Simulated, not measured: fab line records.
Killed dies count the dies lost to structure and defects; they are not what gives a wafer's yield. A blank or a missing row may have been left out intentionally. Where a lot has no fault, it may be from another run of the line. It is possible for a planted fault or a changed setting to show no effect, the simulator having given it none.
Chamber matching + flow n5Finfet + pecvd-03 running N5_BEOL_M0_SAQP_PECVD_04: 3 sister chambers
The step deposits a-Si from SiH4/He, target thk 60 nm, time 60.2 s. 3 wafers are shown with their chamber, then 10 later ones without.

== WAFERS, EACH WITH ITS CHAMBER ==
| wafer  | chamber | throttleValvePct (%) |
|--------|---------|----------------------|
| L085.2 | 2       | 18.6                 |
| L091.3 | 1       | 18.0                 |
| L091.5 | 0       | 16.8                 |

== WAFERS WITH NO CHAMBER GIVEN ==
| wafer  | throttleValvePct (%) |
|--------|----------------------|
| L091.6 | 17.9                 |
| L093.1 | 16.9                 |
| L093.2 | 17.9                 |
| L093.4 | 18.0                 |
| L096.2 | 17.0                 |
| L096.3 | 17.9                 |
| L096.4 | 16.9                 |
| L097.2 | 17.0                 |
| L097.4 | 18.0                 |
| L097.5 | 17.2                 |

== CHAMBER TAKEN BY EACH ==
| wafer  | from the rows above | in truth                   |
|--------|---------------------|----------------------------|
| L091.6 | 1                   | 1                          |
| L093.1 | 0                   | 0                          |
| L093.2 | 1                   | 1                          |
| L093.4 | 1                   | 1                          |
| L096.2 | 0                   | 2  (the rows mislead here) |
| L096.3 | 1                   | 1                          |
| L096.4 | 0                   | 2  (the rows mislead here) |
| L097.2 | 0                   | 0                          |
| L097.4 | 1                   | 1                          |
| L097.5 | 0                   | 0                          |
Placed correctly: 8 of 10. Can't be placed from these rows: 0. 2 placed wrongly.
How it was worked out, from the rows above alone: a wafer's distance from a chamber is the root of the sum, over the readings, of the square of ((its reading less the chamber's mean) divided by the reading's scatter). The wafer belongs to the nearest chamber; if the next one is less than 2 further off, it can't be placed. A chamber's mean is the mean of its shown wafers. The scatter: root of mean squared gap, hidden wafer to nearest shown wafer, with one shown wafer a chamber.
